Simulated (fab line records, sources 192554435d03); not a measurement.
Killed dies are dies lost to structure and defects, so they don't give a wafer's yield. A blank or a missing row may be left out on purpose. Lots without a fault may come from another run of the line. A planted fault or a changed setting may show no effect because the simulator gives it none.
A struck lot beside a sound one | flow n5_finfet | 14 steps out of a route of 1938
Sound: wafers L716.1, L716.3, L716.4. Struck: wafers L706.2, L706.3, L706.6. The cause comes at the end.
At each step with rows: each side's tool, then ch and its chambers, then its first start. Under that, the readings that differ: sound wafers | struck wafers | difference of the means | sigmas: that difference in standard deviations of wafers without a fault.
alike: readings whose means differ by less than 2 such deviations, and words and numbers that are the same on both sides. not compared: withheld readings, readings that some wafer has no value for, bounds like >300 that may hide the same value, and numbers for which the record gives no deviation and whose values overlap.
The two part at a step that has a row with sigmas, a row that says differs or no value, or rows on one side only. Numbers that don't overlap but have no deviation are shown without sigmas and don't part them. A reading that every wafer of one side lacks parts them only if that side has two wafers or more.

N5_BEOL_M0_RS_MEAS_126: measures by four-point-probe.
  sound on film_metro-01, day 10 06:59; struck on film_metro-02, day 7 16:09
  alike: M0_RS
N5_BEOL_M0_INSPECT_127: inspects for defects (darkfield).
  sound on defect_inspect-02, day 10 07:01; struck on defect_inspect-02, day 7 16:11
  alike: raw_defect_count
N5_BEOL_M1_ILD_DEP_00: deposits SiOC from DEMS/O2, target thk 79 nm, time 15.3 s.
  sound on pecvd-01 ch 0,1,2, day 10 07:02; struck on pecvd-01 ch 0,1, day 7 16:13
  alike: heater_power_w, showerhead_plenum_p_Torr, throttle_valve_pct
N5_BEOL_M1_THK_MEAS_01:
  sound on film_metro-01, day 10 07:07; struck on film_metro-02, day 7 16:17
  alike: M1_ILD_THK
N5_BEOL_M1_PECVD_72: deposits SiO2 from TEOS/O2, target thk 16 nm, time 18 s.
  sound on pecvd-03 ch 0,1,2, day 10 07:09; struck on pecvd-03 ch 0,1, day 7 16:19
  alike: heater_power_w, showerhead_plenum_p_Torr, throttle_valve_pct
N5_BEOL_M1_HM_DEP_02: deposits TiN, target thk 20 nm.
  sound on pvd_sputter-01, day 10 07:41; struck on pvd_sputter-03, day 7 18:17
  alike: throttle_valve_pct
then, 6 steps without rows for these wafers: N5_BEOL_M1_COAT_61 (time 60 s, resist thk 60 nm); N5_BEOL_M1_COAT_62 (time 60 s, resist thk 12 nm); N5_BEOL_M1_COAT_73 (time 60 s, resist thk 5 nm); N5_BEOL_M1_COAT_05 (resist thk 30 nm); N5_BEOL_M1_EBR_07; N5_BEOL_M1_SOFTBAKE_06 (time 60 s).
N5_BEOL_M1_EXPOSE_08: exposes mask M1.
  sound on euv_scanner-01 ch 0, day 10 08:04; struck on euv_scanner-01, day 7 18:41
  no value came back on the struck wafers for dipole_opening_deg (degrees), exposure_dose_mJ_cm2; on the sound wafers dipole_opening_deg (degrees) reads 79.7 79.7 79.7
  alike: mask
then, 1 step without rows for these wafers: N5_BEOL_M1_PEB_09 (peb time 60 s).

WHERE THEY PART
Only at N5_BEOL_M1_EXPOSE_08, within this record.

WHY: what the simulator had put in
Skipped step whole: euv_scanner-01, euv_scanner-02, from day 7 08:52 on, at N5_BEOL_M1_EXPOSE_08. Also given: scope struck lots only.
